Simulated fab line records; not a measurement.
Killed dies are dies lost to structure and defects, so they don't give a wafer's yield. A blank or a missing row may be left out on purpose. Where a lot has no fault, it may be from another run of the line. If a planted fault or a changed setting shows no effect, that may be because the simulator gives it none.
fab line records	flow nandHarc	part 1 of 2: steps 1 to 23 of 34
record lots=5	wafers=15	lastDay=23
route steps=1159 shown A_STAIRCASE@725 A_SGD_CUT@747
lots that met no fault: taken from a fault-free run of the same line
startH: start of the lot's first displayed wafer, in hours after the record's first day	waitH: time in hours since the lot's previous step	" the same as in the row above	L1.1+2: a single row standing in for several wafers	- no value present, or no start provided	* or withheld: withheld	< > ~ a bound
route shown NAME@n: a module of which the file shows steps, and the number in the route of the first	usual: mean/standard deviation of fault-free wafers	same: alike in all rows	chamber/n: place in a boat	sites: readings site by site	_std_site: standard deviation of those values	_edge_site: outer sites' mean less inner sites'	radiusMm: how far each site lies from the wafer's centre	mask NAME#n: copy n	behind: tool/chamber where the wafer was last shaped	hold: what put the lot on hold/how long, in hours/how the hold closed	device: which transistor (n, p or np) failed to switch	end of line: the route-end tests of the same wafers	a step without rows: its recipe alone	killed: dies that structure and defects cost at the first sort, which is not the same as the wafer's yield	map: shows each die of a wafer: x if killed, . if not, _ if none is there
set.NAME: the setting that was run; set.NAME@STEP: the one run at that earlier step	model.NAME: the simulator's own value behind a step, which no gauge read
lots at selected steps of the route; one table per step, one row per wafer
services: a tool's chamber out of use, with start hour (startH, from the record's first day; less than 0 if before it), hours out, and reason
## steps
# step NHARC_A_STAIRCASE_HARDBAKE_442
# recipe tempC=120	timeS=140
# usual chillPlateTempC=23.01/0.12
lot.wafer	tool	chamber	startH	waitH	chillPlateTempC
L074.4	lithoTrack-07	0	286.53	-	22.92
L074.5	"	0	"	"	23.03
L074.6	"	0	"	"	23.11
L075.3	lithoTrack-05	0	286.56	-	23.04
L075.5	"	0	"	"	22.89
L075.6	"	0	"	"	23.13
L088.3	lithoTrack-05	0	380.38	-	22.74
L088.4	"	0	"	"	22.75
L088.6	"	0	"	"	22.96
L091.1	lithoTrack-07	0	403.79	-	23.07
L091.3	"	0	"	"	23.19
L091.5	"	0	"	"	23.00
L093.1	lithoTrack-05	0	407.78	-	22.97
L093.3	"	0	"	"	23.01
L093.4	"	0	"	"	23.13
# step NHARC_A_STAIRCASE_DESCUM_443
# recipe timeS=3	o2FlowSccm=200	arFlowSccm=0	biasPowerW=0	chemistry=O2
# usual drypumpMotorCurrentA=5.8/0.61	oesProductAu=1.003/0.011	rfVppV=57.8/0.93	showerheadPlenumPTorr=1.92/0.11	throttleValvePct=11.310/0.0089
lot.wafer	tool	chamber	startH	waitH	drypumpMotorCurrentA	oesProductAu	rfHoursCounterH	rfVppV	showerheadPlenumPTorr	throttleValvePct
L075.3	rieDiel-02	2	286.64	-	6.8	1.004	49	57.9	1.95	11.313
L075.5	"	2	"	"	6.8	0.998	-	56.5	1.95	11.303
L075.6	"	3	"	"	5.5	1.015	-	57.6	1.85	11.309
L074.4	rieDiel-03	0	286.64	-	5.6	1.003	-	59.4	2.05	11.303
L074.6	"	2	"	"	5.5	1.007	-	58.4	2.05	11.323
L074.5	"	3	"	"	5.6	1.001	-	57.9	1.79	11.315
L088.3	rieDiel-02	0	380.47	-	4.9	1.002	16	57.6	2.05	11.309
L088.4	"	1	"	"	6.6	1.007	14	59.6	1.99	11.298
L088.6	"	3	"	"	5.5	1.005	-	58.1	1.84	11.305
L091.3	rieDiel-03	2	403.90	-	5.5	1.009	1	58.6	2.04	11.297
L091.1	"	3	"	"	5.6	1.025	0	59.9	2.08	11.312
L091.5	"	0	"	"	5.7	1.023	-	58.7	2.03	11.315
L093.4	rieDiel-02	2	407.88	-	6.7	1.011	25	58.4	1.94	11.310
L093.1	"	3	"	"	5.5	0.996	25	56.8	1.84	11.319
L093.3	"	0	"	"	4.9	1.001	28	58.9	2.05	11.311
# step NHARC_A_STAIRCASE_ETCH_444
# recipe targetDepthA=1.02e+05	timeS=3400	c4f8FlowSccm=20	o2FlowSccm=10	arFlowSccm=withheld	rfW=600	biasW=1000	chemistry=C4F8/O2
# usual oesProductAu=0.937/0.021	rfVppV=807/6.4
lot.wafer	tool	chamber	startH	waitH	oesProductAu	rfHoursCounterH	rfVppV
L075.3	rieDiel-02	1	287.44	0.8	0.934	48	812
L075.5	"	2	"	"	0.940	-	810
L075.6	"	3	"	"	0.937	-	803
L074.6	rieDiel-03	0	287.70	1.0	0.925	-	815
L074.5	"	2	"	"	0.941	-	815
L074.4	"	3	"	"	0.925	-	800
L088.3	rieDiel-02	1	380.81	0.3	0.954	15	812
L088.4	"	2	"	"	0.974	15	809
L088.6	"	0	"	"	0.942	-	814
L091.3	rieDiel-03	2	404.45	0.5	0.987	1	813
L091.1	"	3	"	"	0.993	1	817
L091.5	"	0	"	"	0.976	-	814
L093.4	rieDiel-02	1	408.07	0.2	0.919	26	809
L093.1	"	2	"	"	0.931	26	807
L093.3	"	0	"	"	0.923	28	813
# step NHARC_A_STAIRCASE_STRIP_446
# recipe powerW=1500	tempC=250	chemistry=O2
# usual drypumpMotorCurrentA=5.5/0.3	heaterPowerW=352/12	tempC=249.98/0.18
lot.wafer	tool	chamber	startH	waitH	drypumpMotorCurrentA	heaterPowerW	rfHoursCounterH	tempC
L075.3	plasmaAsher-02	0	289.27	0.3	5.7	359	-	250.04
L075.6	"	1	"	"	5.3	352	-	250.10
L075.5	"	0	"	"	5.7	357	-	250.00
L074.4	plasmaAsher-01	0	289.57	0.1	5.2	335	-	249.85
L074.6	"	0	"	"	5.2	342	-	249.68
L074.5	"	1	"	"	5.9	343	-	249.97
L088.3	plasmaAsher-01	1	383.78	1.0	5.8	357	-	250.24
L088.4	"	0	"	"	5.2	345	-	250.00
L088.6	"	1	"	"	5.8	363	-	250.18
L091.1	plasmaAsher-01	0	406.28	0.1	5.2	341	51	250.12
L091.3	"	1	"	"	5.8	358	-	250.17
L091.5	"	1	"	"	5.8	369	-	250.12
L093.1	plasmaAsher-01	1	410.35	0.0	5.9	362	53	250.12
L093.4	"	1	"	"	5.8	367	-	250.21
L093.3	"	0	"	"	5.2	340	-	250.00
# step NHARC_A_STAIRCASE_STRIP_447
# recipe timeS=900	tempC=130	chemistry=SPM
# usual tempC=130.00/0.14
lot.wafer	tool	chamber	startH	waitH	tempC
L075.6	wetBench-07	6	289.50	0.1	130.14
L075.5	"	0	"	"	130.16
L075.3	"	1	"	"	130.07
L074.5	wetBench-03	5	289.83	0.1	130.06
L074.6	"	0	"	"	130.12
L074.4	"	2	"	"	130.47
L088.6	wetBench-07	4	384.03	0.1	130.14
L088.3	"	0	"	"	129.89
L088.4	"	1	"	"	130.14
L091.5	wetBench-07	2	406.59	0.1	129.75
L091.3	"	4	"	"	129.62
L091.1	"	5	"	"	130.01
L093.3	wetBench-07	4	410.72	0.2	130.15
L093.1	"	5	"	"	129.99
L093.4	"	7	"	"	130.07
# step NHARC_A_STAIRCASE_PRECLEAN_448
# recipe timeS=*	tempC=50	bathAgeMin=0	chemistry=SC1
# usual tempC=50.01/0.11
lot.wafer	tool	chamber	startH	waitH	tempC
L075.6	wetBench-07	6	-	-	49.99
L075.5	"	0	"	"	50.07
L075.3	"	1	"	"	49.79
L074.5	wetBench-03	5	-	-	50.24
L074.6	"	0	"	"	49.99
L074.4	"	2	"	"	49.77
L088.6	wetBench-07	4	-	-	49.97
L088.3	"	0	"	"	50.23
L088.4	"	1	"	"	50.09
L091.5	wetBench-07	2	-	-	50.18
L091.3	"	4	"	"	50.13
L091.1	"	5	"	"	50.12
L093.3	wetBench-07	4	-	-	50.02
L093.1	"	5	"	"	50.11
L093.4	"	7	"	"	50.13
# step NHARC_A_STAIRCASE_SRD_449
lot.wafer	tool	chamber	startH	waitH
L075.6+5+3	wetBench-07	6,0,1	-	-
L074.5+6+4	wetBench-03	5,0,2	-	-
L088.6+3+4	wetBench-07	4,0,1	-	-
L091.5+3+1	wetBench-07	2,4,5	-	-
L093.3+1+4	wetBench-07	4,5,7	-	-
# step NHARC_A_STAIRCASE_CMP_450
# recipe targetThkNm=200	material=SiO2
# usual motorCurrentA=11.7/1.2	slurryFlowMlMin=150.0/0.49
lot.wafer	tool	chamber	startH	waitH	motorCurrentA	slurryFlowMlMin
L075.3	cmp-02	2	289.96	-	11.5	151.1
L075.5	"	0	"	"	11.0	149.7
L075.6	"	1	"	"	13.8	150.7
L074.4	cmp-02	1	290.33	-	13.4	149.9
L074.6	"	2	"	"	11.8	150.1
L074.5	"	3	"	"	9.7	150.7
L088.3	cmp-01	3	384.48	-	10.4	150.1
L088.4	"	2	"	"	11.2	150.3
L088.6	"	0	"	"	11.6	150.4
L091.1	cmp-03	1	407.04	-	13.3	149.8
L091.3	"	2	"	"	11.4	150.1
L091.5	"	0	"	"	12.4	150.3
L093.1	cmp-01	1	411.15	-	11.3	150.2
L093.4	"	3	"	"	11.0	149.5
L093.3	"	0	"	"	11.0	149.9
# step NHARC_A_STAIRCASE_CMP_152
# usual motorCurrentA=11.6/1.3	slurryFlowMlMin=149.9/0.5
lot.wafer	tool	chamber	startH	waitH	motorCurrentA	slurryFlowMlMin
L075.3	cmp-02	2	290.03	0.1	11.6	149.2
L075.5	"	0	"	"	12.0	150.4
L075.6	"	1	"	"	14.0	149.5
L074.4	cmp-02	1	290.40	0.1	13.1	149.3
L074.6	"	2	"	"	11.8	150.6
L074.5	"	3	"	"	9.5	150.4
L088.3	cmp-01	3	384.56	0.1	10.4	150.3
L088.4	"	2	"	"	12.4	148.8
L088.6	"	0	"	"	10.6	149.0
L091.1	cmp-03	1	407.12	0.1	13.1	149.9
L091.3	"	2	"	"	10.7	150.1
L091.5	"	0	"	"	12.9	149.9
L093.1	cmp-01	1	411.22	0.1	11.2	149.2
L093.4	"	3	"	"	9.9	149.6
L093.3	"	0	"	"	11.1	149.8
# step NHARC_A_STAIRCASE_SRD_154
lot.wafer	tool	chamber	startH	waitH
L075.5+3+6	wetBench-07	4,0,1	290.29	0.0
L074.5+4+6	wetBench-07	3,5,7	290.65	0.0
L088.4+6+3	wetBench-07	0,3,5	384.84	0.0
L091.3+1+5	wetBench-01	6,0,1	407.40	0.0
L093.4+1+3	wetBench-01	3,7,0	411.51	0.0
# step NHARC_A_STAIRCASE_ETCH_403
# recipe targetDepthA=1082	chemistry=dHF	material=SiO2
lot.wafer	tool	chamber	startH	waitH
L075.5+3+6	wetBench-07	4,0,1	290.32	0.0
L074.5+4+6	wetBench-07	3,5,7	290.68	0.0
L088.4+6+3	wetBench-07	0,3,5	384.87	0.0
L091.3+1+5	wetBench-01	6,0,1	407.43	0.0
L093.4+1+3	wetBench-01	3,7,0	411.54	0.0
# step NHARC_A_STAIRCASE_ETCHBACK_422
# recipe targetDepthA=400	overEtchFrac=0.3	timeS=74.286	ionEnergyEv=120	ch3fFlowSccm=50	o2FlowSccm=30	arFlowSccm=200	rfW=500	biasW=100	chemistry=CH3F/O2
# usual drypumpMotorCurrentA=5.8/0.62	oesProductAu=0.97/0.043	rfVppV=244.2/2.2	showerheadPlenumPTorr=2.47/0.15	throttleValvePct=20.662/0.0091
lot.wafer	tool	chamber	startH	waitH	drypumpMotorCurrentA	oesProductAu	rfHoursCounterH	rfVppV	showerheadPlenumPTorr	throttleValvePct
L075.3	rieDiel-11	2	290.52	0.2	6.1	0.92	34	242.2	2.30	20.663
L075.5	"	3	"	"	5.3	0.89	-	241.4	2.33	20.652
L075.6	"	0	"	"	6.8	0.91	-	246.9	2.65	20.659
L074.4	rieDiel-11	1	290.84	0.1	5.5	0.91	36	242.0	2.31	20.662
L074.6	"	0	"	"	6.8	0.91	-	247.1	2.65	20.655
L074.5	"	1	"	"	5.5	0.91	-	241.8	2.31	20.656
L088.3	rieDiel-02	1	385.02	0.1	6.6	1.00	17	245.6	2.55	20.650
L088.4	"	2	"	"	6.8	1.01	16	244.5	2.49	20.667
L088.6	"	1	"	"	6.6	1.00	-	245.4	2.55	20.671
L091.3	rieDiel-11	3	407.58	0.1	5.3	0.98	12	241.5	2.31	20.662
L091.1	"	1	"	"	5.5	1.00	12	241.6	2.29	20.652
L091.5	"	0	"	"	6.9	0.99	-	245.1	2.63	20.680
L093.1	rieDiel-03	2	411.71	0.1	5.5	1.01	3	247.0	2.61	20.647
L093.4	"	3	"	"	5.5	1.00	3	246.1	2.66	20.660
L093.3	"	1	"	"	5.2	1.02	5	244.2	2.38	20.650
# step NHARC_A_STAIRCASE_ETCH_423
# recipe targetDepthA=300	chemistry=dHF	material=SiO2
lot.wafer	tool	chamber	startH	waitH
L075.5+6+3	wetBench-01	6,7,2	290.65	0.1
L074.5+6+4	wetBench-01	5,6,7	291.01	0.1
L088.3+6+4	wetBench-01	2,3,5	385.21	0.2
L091.3+1+5	wetBench-03	1,2,5	407.76	0.2
L093.4+3+1	wetBench-01	1,4,6	411.87	0.1
# step NHARC_A_STAIRCASE_ETCHBACK_157
# recipe targetDepthA=900	overEtchFrac=0.3	timeS=167.14	ionEnergyEv=120	ch3fFlowSccm=50	o2FlowSccm=30	arFlowSccm=200	rfW=500	biasW=100	chemistry=CH3F/O2
# usual drypumpMotorCurrentA=5.9/0.7	oesProductAu=0.97/0.036	rfVppV=244.6/2.1	showerheadPlenumPTorr=2.48/0.13	throttleValvePct=20.663/0.0076
lot.wafer	tool	chamber	startH	waitH	drypumpMotorCurrentA	oesProductAu	rfHoursCounterH	rfVppV	showerheadPlenumPTorr	throttleValvePct
L075.3	rieDiel-02	1	290.90	0.2	6.6	1.01	51	246.1	2.56	20.657
L075.5	"	2	"	"	6.7	1.00	-	245.9	2.50	20.669
L075.6	"	3	"	"	5.5	1.01	-	243.0	2.38	20.665
L074.4	rieDiel-11	2	291.24	0.2	6.1	0.97	34	240.7	2.30	20.660
L074.5	"	3	"	"	5.3	0.94	-	241.2	2.33	20.674
L074.6	"	0	"	"	6.9	0.94	-	247.7	2.65	20.661
L088.3	rieDiel-02	1	385.41	0.2	6.6	1.01	17	245.0	2.55	20.658
L088.4	"	3	"	"	5.5	1.00	17	242.5	2.36	20.660
L088.6	"	1	"	"	6.6	1.00	-	245.7	2.55	20.639
L091.3	rieDiel-02	3	407.95	0.2	5.5	0.92	25	243.2	2.36	20.674
L091.1	"	2	"	"	6.8	0.94	25	243.8	2.49	20.667
L091.5	"	0	"	"	4.9	0.93	-	246.7	2.62	20.664
L093.1	rieDiel-03	0	412.07	0.1	5.6	1.01	5	247.8	2.60	20.658
L093.4	"	2	"	"	5.5	1.01	3	245.8	2.61	20.657
L093.3	"	3	"	"	5.6	1.01	3	247.3	2.66	20.656
# step NHARC_A_STAIRCASE_STRIP_475
# recipe timeS=20	o2FlowSccm=500	arFlowSccm=0	biasW=0	chemistry=O2
# usual drypumpMotorCurrentA=5.9/0.71	oesProductAu=1.001/0.012	rfVppV=57.8/0.88	showerheadPlenumPTorr=3.56/0.18	throttleValvePct=17.036/0.0094
lot.wafer	tool	chamber	startH	waitH	drypumpMotorCurrentA	oesProductAu	rfHoursCounterH	rfVppV	showerheadPlenumPTorr	throttleValvePct
L075.3	rieDiel-02	2	-	-	6.8	0.991	53	56.5	3.59	17.034
L075.5	"	1	"	"	6.6	1.017	-	59.7	3.67	17.036
L075.6	"	2	"	"	6.8	0.992	-	57.1	3.59	17.029
L074.4	rieDiel-11	1	-	-	5.5	0.980	36	56.9	3.32	17.015
L074.6	"	3	"	"	5.3	0.972	-	57.2	3.35	17.032
L074.5	"	0	"	"	6.9	0.978	-	58.4	3.79	17.038
L088.3	rieDiel-02	0	-	-	4.9	0.999	19	57.0	3.76	17.027
L088.4	"	1	"	"	6.6	0.989	17	59.1	3.65	17.038
L088.6	"	3	"	"	5.5	1.003	-	56.6	3.40	17.037
L091.1	rieDiel-02	0	-	-	4.9	1.009	29	58.7	3.75	17.036
L091.3	"	3	"	"	5.5	0.994	26	57.5	3.39	17.043
L091.5	"	1	"	"	6.6	1.008	-	58.5	3.65	17.034
L093.1	rieDiel-03	1	-	-	5.1	1.015	5	56.4	3.42	17.049
L093.3	"	2	"	"	5.5	1.011	3	58.5	3.74	17.049
L093.4	"	3	"	"	5.5	1.005	4	58.0	3.81	17.016
# step NHARC_A_STAIRCASE_DEP_471
# recipe targetThkA=1000	tempC=400	pressureTorr=6.5	rfW=900	teosFlowSccm=161.4	flowSccm=2650	targetThkNm=100	gas=O2	material=SiO2
# usual heaterPowerW=532/67	throttleValvePct=16.0/0.53
lot.wafer	tool	chamber	startH	waitH	heaterPowerW	throttleValvePct
L075.3	pecvd-03	0	291.28	-	504	17.0
L075.6	"	2	"	"	633	16.1
L075.5	"	1	"	"	539	15.7
L074.6	pecvd-03	0	291.54	-	557	17.1
L074.4	"	1	"	"	564	15.9
L074.5	"	2	"	"	615	16.1
L088.3	pecvd-03	0	386.41	-	481	17.0
L088.4	"	2	"	"	526	16.1
L088.6	"	0	"	"	479	16.8
L091.3	pecvd-03	0	409.61	-	504	16.8
L091.1	"	2	"	"	581	16.0
L091.5	"	0	"	"	520	17.0
L093.3	pecvd-02	1	412.45	-	580	16.0
L093.1	"	0	"	"	539	16.3
L093.4	"	0	"	"	538	16.0
# step NHARC_A_STAIRCASE_CMP_472
# recipe material=SiO2
# usual motorCurrentA=11.8/1.3	slurryFlowMlMin=150.1/0.44
lot.wafer	tool	chamber	startH	waitH	motorCurrentA	slurryFlowMlMin
L075.3	cmp-02	0	291.52	0.2	11.9	150.6
L075.5	"	0	"	"	11.6	149.8
L075.6	"	1	"	"	13.6	149.8
L074.4	cmp-02	1	291.81	0.2	13.4	150.1
L074.5	"	2	"	"	11.6	149.4
L074.6	"	3	"	"	9.7	150.1
L088.4	cmp-01	2	386.63	0.1	11.3	150.2
L088.3	"	0	"	"	10.8	149.7
L088.6	"	3	"	"	9.8	149.6
L091.1	cmp-03	1	409.88	0.2	14.1	150.0
L091.3	"	3	"	"	13.1	150.0
L091.5	"	2	"	"	10.6	149.8
L093.1	cmp-02	2	412.75	0.2	11.8	150.3
L093.4	"	3	"	"	9.2	149.5
L093.3	"	0	"	"	11.4	149.6
# step NHARC_A_STAIRCASE_SRD_474
lot.wafer	tool	chamber	startH	waitH
L075.5+6+3	wetBench-01	2,3,5	291.79	0.0
L074.5+6+4	wetBench-01	2,3,4	292.00	0.0
L088.4+3+6	wetBench-03	3,5,7	386.89	0.0
L091.5+1+3	wetBench-03	1,5,6	410.14	0.0
L093.3+4+1	wetBench-07	2,3,4	412.98	0.0
# step NHARC_A_STAIRCASE_INSPECT_155
# usual rawDefectCount=371/140
lot.wafer	tool	chamber	startH	waitH	rawDefectCount
L075.3	defectInspect-02	-	291.86	0.1	272
L075.5	"	-	"	"	191
L075.6	"	-	"	"	347
L074.4	defectInspect-01	-	292.07	0.1	251
L074.5	"	-	"	"	181
L074.6	"	-	"	"	233
L088.3	defectInspect-02	-	386.97	0.1	220
L088.4	"	-	"	"	201
L088.6	"	-	"	"	268
L091.1	defectInspect-02	-	410.22	0.1	321
L091.3	"	-	"	"	345
L091.5	"	-	"	"	226
L093.1	defectInspect-01	-	413.07	0.1	272
L093.3	"	-	"	"	261
L093.4	"	-	"	"	318
# step NHARC_A_SGD_CUT_DEP_00
# recipe targetThkA=500	tempC=400	targetThkNm=50	flowSccm=200	rfW=450	material=SiNx
# usual heaterPowerW=701/66
lot.wafer	tool	chamber	startH	waitH	heaterPowerW
L075.3	pecvd-01	0	291.96	0.1	710
L075.6	"	0	"	"	725
L075.5	"	1	"	"	662
L074.5	pecvd-04	2	292.23	0.2	625
L074.4	"	0	"	"	650
L074.6	"	1	"	"	677
L088.3	pecvd-01	0	387.31	0.3	743
L088.4	"	0	"	"	731
L088.6	"	1	"	"	678
L091.3	pecvd-04	1	410.46	0.2	721
L091.1	"	2	"	"	624
L091.5	"	0	"	"	658
L093.1	pecvd-04	0	413.13	0.1	672
L093.3	"	1	"	"	737
L093.4	"	0	"	"	657
# step NHARC_A_SGD_CUT_DEHYDRATE_01
# recipe tempC=150	timeS=120
# usual chillPlateTempC=23.01/0.1
lot.wafer	tool	chamber	startH	waitH	chillPlateTempC
L075.3	lithoTrack-04	0	292.20	0.2	23.10
L075.5	"	0	"	"	23.03
L075.6	"	0	"	"	23.05
L074.4	lithoTrack-04	0	292.41	0.1	23.12
L074.5	"	0	"	"	22.89
L074.6	"	0	"	"	22.99
L088.3	lithoTrack-06	0	387.55	0.2	23.17
L088.4	"	0	"	"	23.18
L088.6	"	0	"	"	22.94
L091.1	lithoTrack-04	0	410.70	0.2	23.05
L091.3	"	0	"	"	23.03
L091.5	"	0	"	"	23.12
L093.1	lithoTrack-04	0	413.40	0.2	23.12
L093.3	"	0	"	"	23.02
L093.4	"	0	"	"	23.03
# step NHARC_A_SGD_CUT_HMDS_02
# recipe timeS=30
# usual chillPlateTempC=22.99/0.11
lot.wafer	tool	chamber	startH	waitH	chillPlateTempC
L075.3	lithoTrack-04	0	-	-	23.02
L075.5	"	0	"	"	23.02
L075.6	"	0	"	"	23.07
L074.4	lithoTrack-04	0	-	-	23.00
L074.5	"	0	"	"	23.07
L074.6	"	0	"	"	23.05
L088.3	lithoTrack-06	0	-	-	22.97
L088.4	"	0	"	"	22.97
L088.6	"	0	"	"	22.96
L091.1	lithoTrack-04	0	-	-	23.12
L091.3	"	0	"	"	23.05
L091.5	"	0	"	"	23.17
L093.1	lithoTrack-04	0	-	-	22.81
L093.3	"	0	"	"	22.97
L093.4	"	0	"	"	23.08
# step NHARC_A_SGD_CUT_COAT_56
# recipe tempC=260	timeS=75
# usual chillPlateTempC=23.00/0.11
lot.wafer	tool	chamber	startH	waitH	chillPlateTempC
L075.3	lithoTrack-04	0	-	-	22.99
L075.5	"	0	"	"	22.93
L075.6	"	0	"	"	23.20
L074.4	lithoTrack-04	0	-	-	22.78
L074.5	"	0	"	"	23.03
L074.6	"	0	"	"	23.09
L088.3	lithoTrack-06	0	-	-	23.07
L088.4	"	0	"	"	23.06
L088.6	"	0	"	"	23.13
L091.1	lithoTrack-04	0	-	-	23.02
L091.3	"	0	"	"	22.96
L091.5	"	0	"	"	23.11
L093.1	lithoTrack-04	0	-	-	23.04
L093.3	"	0	"	"	22.99
L093.4	"	0	"	"	23.11
